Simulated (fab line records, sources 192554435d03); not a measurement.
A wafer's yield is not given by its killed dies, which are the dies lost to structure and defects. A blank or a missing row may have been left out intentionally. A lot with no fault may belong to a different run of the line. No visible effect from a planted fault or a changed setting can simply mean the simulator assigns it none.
Split-lot trial | flow n5Finfet | 7 lots, 21 wafers read, on a route of 1938 steps

## SPLIT DETAILS
At N5_DUMMY_GATE_COAT_28 (time 60 s, resist thk 10 nm), the setting spinRpm was moved away from the recipe's 1500 rpm on 4 of the 21 wafers read, by +6.4% to +9.9%. The other wafers ran this setting at the recipe's value.

The reading comes from the split's own step.

## THE READING
underlayer_of_DUMMY_GATE_COAT_28.thkNm (the simulator's own value, which no gauge read), in nm, at N5_DUMMY_GATE_COAT_28 (time 60 s, resist thk 10 nm). The file does not state a usual value for it.

wafer  | tool, chamber at the split | spinRpm as run, rpm | against the recipe | underlayer_of_DUMMY_GATE_COAT_28.thkNm, nm | against lot-mates on the recipe
L074.2 | lithoTrack-04, 0           | 1500                | recipe             | 10                                         | -
L074.3 | lithoTrack-04, 0           | 1500                | recipe             | 10                                         | -
L074.5 | lithoTrack-04, 0           | 1500                | recipe             | 10                                         | -
L076.3 | lithoTrack-04, 0           | 1500                | recipe             | 10                                         | -
L076.4 | lithoTrack-04, 0           | 1500                | recipe             | 10                                         | -
L076.6 | lithoTrack-04, 0           | 1500                | recipe             | 10                                         | -
L080.2 | lithoTrack-03, 0           | 1648                | +9.9%              | 9.6                                        | -0.4
L080.4 | lithoTrack-03, 0           | 1500                | recipe             | 10                                         | -
L080.6 | lithoTrack-03, 0           | 1500                | recipe             | 10                                         | -
L082.1 | lithoTrack-05, 0           | 1596                | +6.4%              | 9.8                                        | -0.2
L082.5 | lithoTrack-05, 0           | 1596                | +6.4%              | 9.8                                        | -0.2
L082.2 | lithoTrack-05, 0           | 1500                | recipe             | 10                                         | -
L083.2 | lithoTrack-04, 0           | 1500                | recipe             | 10                                         | -
L083.6 | lithoTrack-04, 0           | 1500                | recipe             | 10                                         | -
L083.4 | lithoTrack-04, 0           | 1637                | +9.1%              | 9.6                                        | -0.4
L087.2 | lithoTrack-05, 0           | 1500                | recipe             | 10                                         | -
L087.4 | lithoTrack-05, 0           | 1500                | recipe             | 10                                         | -
L087.6 | lithoTrack-05, 0           | 1500                | recipe             | 10                                         | -
L089.3 | lithoTrack-04, 0           | 1500                | recipe             | 10                                         | -
L089.4 | lithoTrack-04, 0           | 1500                | recipe             | 10                                         | -
L089.5 | lithoTrack-04, 0           | 1500                | recipe             | 10                                         | -

FIT RESULTS
A straight line over all 21 wafers: underlayer_of_DUMMY_GATE_COAT_28.thkNm changes by -0.0389 nm for each +1% of spinRpm; r = -0.99; the points scatter about the line by 0.019 nm.
The same after taking each lot's own level away (the mean of its wafers on the recipe; 21 wafers): -0.0389 nm for each +1%; r = -0.99; scatter 0.019 nm.
On that fit, the largest move of spinRpm shifts the reading by 0.38 nm.
The lots' own levels span 10.00 to 10.00 nm.
The two slopes are in agreement: the lot-to-lot level therefore moves the slope only a little.
Check: -0.371 nm against its lot-mates is what the line predicts for one of the wafers moved furthest among these (+9.9%) when that wafer is left out of the fit. It came out at -0.4 nm against them.

## THE OTHER SPLITS THESE WAFERS WENT THROUGH
These wafers also went through other splits before the reading. Each is held against what the fit with the lots' levels taken away leaves over:
other split on the same wafers          | wafers away from the commonest value | r with underlayer_of_DUMMY_GATE_COAT_28.thkNm (lot level and that fit taken away)
N5_ZERO_LAYER_PECVD_02 timeS            | 5                                    | -0.33
N5_ZERO_LAYER_EXPOSE_08 doseMj          | 9                                    | -0.42
N5_PMOS_HMC_CHANNEL_EPI_HM_DEP_34 timeS | 7                                    | -0.04
N5_FIN_SAQP_PECVD_47 timeS              | 7                                    | +0.22
N5_FIN_SAQP_PEB_14 pebTimeS             | 9                                    | +0.26
N5_FIN_SAQP_MANDREL_ETCH_58 icpW        | 6                                    | +0.21

## FILE'S OWN FIT
underlayer_of_DUMMY_GATE_COAT_28.thkNm changes by -0.04 nm for each +1% of spinRpm, r = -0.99.
